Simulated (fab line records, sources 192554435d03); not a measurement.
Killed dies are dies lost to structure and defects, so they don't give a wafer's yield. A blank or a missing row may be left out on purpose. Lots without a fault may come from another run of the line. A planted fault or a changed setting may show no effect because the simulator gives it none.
Which tool did it? | flow n5_finfet | 10 lots, 30 wafers sampled, at 2 steps of a route of 1938

WHAT THE GAUGES READ, wafer by wafer
N5_BEOL_M4_RC_MEAS_101.
lot  | measured     | on        | CJ_P
L913 | day 8 12:31  | prober-02 | 5.78 5.74 6.03
L916 | day 8 20:49  | prober-01 | 5.85 5.59 5.89
L917 | day 9 10:25  | prober-02 | 5.65 5.95 5.74
L918 | day 9 21:12  | prober-02 | 4.10 4.14 3.67
L919 | day 10 01:04 | prober-01 | 3.93 3.96
L921 | day 10 23:22 | prober-01 | 4.23 4.39 4.21
L922 | day 11 06:45 | prober-01 | 5.67 5.57 5.61
L927 | day 12 07:57 | prober-02 | 5.92 5.84 5.56
L929 | day 13 03:16 | prober-01 | 5.99 6.02 5.78
L935 | day 13 19:11 | prober-01 | 5.53 5.76 5.65

WHICH TOOL RAN EACH LOT (tool, then ch and the chambers of the sampled wafers, then the start)
lot  | N5_WELL_APT_EPI_41
L913 | epi_rpcvd-01 ch 0, day 1 16:20
L916 | epi_rpcvd-01 ch 0, day 2 10:17
L917 | epi_rpcvd-01 ch 0, day 2 16:00
L918 | epi_rpcvd-01 ch 0, day 2 21:58
L919 | epi_rpcvd-01 ch 0, day 3 04:43
L921 | epi_rpcvd-01 ch 0, day 3 16:23
L922 | epi_rpcvd-03 ch 0, day 3 22:08
L927 | epi_rpcvd-03 ch 0, day 5 04:19
L929 | epi_rpcvd-02 ch 0, day 5 16:10
L935 | epi_rpcvd-03 ch 0, day 7 04:26
- N5_WELL_APT_EPI_41: deposits Si from SiH4/H2, target thk 50 nm, time 297.7 s.

THE ANSWER, worked out from the rows above alone
Rule: what is usual is taken from the lots themselves. Put in order of their means at a reading, lots are off if they are a third of the lots or fewer, leave a main group of 4 or more, and stand apart from it by a gap of 3 or more times the standard deviation of the main group's means; of several such gaps the widest counts. A main group whose means are all the same, to the digits that the tables above print for the reading, isn't used. A lot without any number at a reading at which 4 lots or more have one is off too. The other lots that the step has rows for count as sound.
Off: L918, L919, L921, at N5_BEOL_M4_RC_MEAS_101 (CJ_P). The main group: mean 5.77, standard deviation 0.1.
A tool fits if, at a process step before that reading, it ran every lot that is off, and no sound lot after the first of them. The gauges at N5_BEOL_M4_RC_MEAS_101 are tried like those tools. One fits: epi_rpcvd-01 at N5_WELL_APT_EPI_41. Its last sound lot is L917 (day 2 16:00), its first lot that is off L918 (day 2 21:58): a fault that began between those two fits.

WHAT THE SIMULATOR HAD PUT IN
Process parameter drift: epi_rpcvd-01, from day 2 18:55 on, at N5_WELL_APT_EPI_41. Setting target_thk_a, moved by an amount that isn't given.
Lots struck among those shown: L918, L919, L921. The rule above found the same.
